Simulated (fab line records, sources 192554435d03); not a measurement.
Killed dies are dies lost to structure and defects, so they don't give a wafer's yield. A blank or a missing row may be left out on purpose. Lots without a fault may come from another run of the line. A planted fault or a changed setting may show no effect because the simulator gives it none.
Chamber matching | flow n5_finfet | N5_BEOL_M4_DESCUM_16 on rie_diel-04: 4 sister chambers
The step chemistry O2, time 7 s. 20 wafers are shown with their chamber, then 10 later ones without.

WAFERS WITH THEIR CHAMBER
wafer  | chamber | throttle_valve_pct (%) | oes_product_au (a.u.) | showerhead_plenum_p_Torr (Torr)
L077.1 | 2       | 20.37                  | 0.69                  | 2.07
L077.4 | 0       | 20.76                  | 0.75                  | 2.10
L077.6 | 1       | 20.56                  | 0.85                  | 2.13
L080.1 | 3       | 20.45                  | 0.71                  | 2.17
L080.2 | 1       | 20.56                  | 0.85                  | 2.13
L080.4 | 0       | 20.77                  | 0.73                  | 2.10
L081.1 | 2       | 20.39                  | 0.69                  | 2.07
L081.2 | 3       | 20.44                  | 0.70                  | 2.17
L081.3 | 1       | 20.57                  | 0.84                  | 2.13
L082.1 | 3       | 20.46                  | 0.70                  | 2.16
L082.2 | 1       | 20.56                  | 0.84                  | 2.13
L082.3 | 0       | 20.80                  | 0.73                  | 2.09
L082.4 | 1       | 20.59                  | 0.84                  | 2.13
L082.5 | 3       | 20.47                  | 0.71                  | 2.16
L082.6 | 0       | 20.78                  | 0.73                  | 2.09
L083.1 | 1       | 20.58                  | 0.83                  | 2.12
L083.2 | 3       | 20.47                  | 0.70                  | 2.16
L083.4 | 1       | 20.59                  | 0.83                  | 2.12
L084.1 | 1       | 20.59                  | 0.83                  | 2.12
L084.2 | 3       | 20.47                  | 0.70                  | 2.16

SIGNATURES (means of the wafers above)
reading                  | chamber 0 | chamber 1 | chamber 2 | chamber 3 | scatter within a chamber
throttle_valve_pct       | 20.7775   | 20.5750   | 20.3800   | 20.4600   | 0.0143
oes_product_au           | 0.7350    | 0.8387    | 0.6900    | 0.7033    | 0.00759
showerhead_plenum_p_Torr | 2.0950    | 2.1262    | 2.0700    | 2.1633    | 0.00513
Rule: a wafer's distance from a chamber is the root of the sum, over the readings, of the square of ((its reading less the chamber's mean) divided by the reading's scatter). The wafer belongs to the nearest chamber; if the next one is less than 2 further off, it can't be placed. The scatter: the root of (the sum of the squares of (reading less its chamber's mean) over the shown wafers, divided by (wafers less chambers)).

WAFERS WITHOUT THEIR CHAMBER
wafer  | throttle_valve_pct (%) | oes_product_au (a.u.) | showerhead_plenum_p_Torr (Torr)
L084.3 | 20.80                  | 0.73                  | 2.09
L084.4 | 20.60                  | 0.83                  | 2.12
L084.5 | 20.81                  | 0.72                  | 2.09
L084.6 | 20.46                  | 0.70                  | 2.16
L094.2 | 20.06                  | 0.92                  | 2.07
L094.5 | 20.06                  | 0.92                  | 2.07
L094.6 | 20.61                  | 0.80                  | 2.12
L097.1 | 20.61                  | 0.80                  | 2.12
L097.4 | 20.07                  | 0.89                  | 2.06
L097.5 | 20.61                  | 0.80                  | 2.11

WHICH CHAMBER EACH WENT THROUGH
wafer  | from the rows above     | in truth
L084.3 | 0                       | 0
L084.4 | 1                       | 1
L084.5 | 0                       | 0
L084.6 | 3                       | 3
L094.2 | can't be placed: 2 or 1 | 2
L094.5 | can't be placed: 2 or 1 | 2
L094.6 | 1                       | 1
L097.1 | 1                       | 1
L097.4 | 2                       | 2
L097.5 | 1                       | 1
Placed correctly: 8 of 10. Can't be placed from these rows: 2 (the true chamber is among the candidates in 2). Placed wrongly: 0.
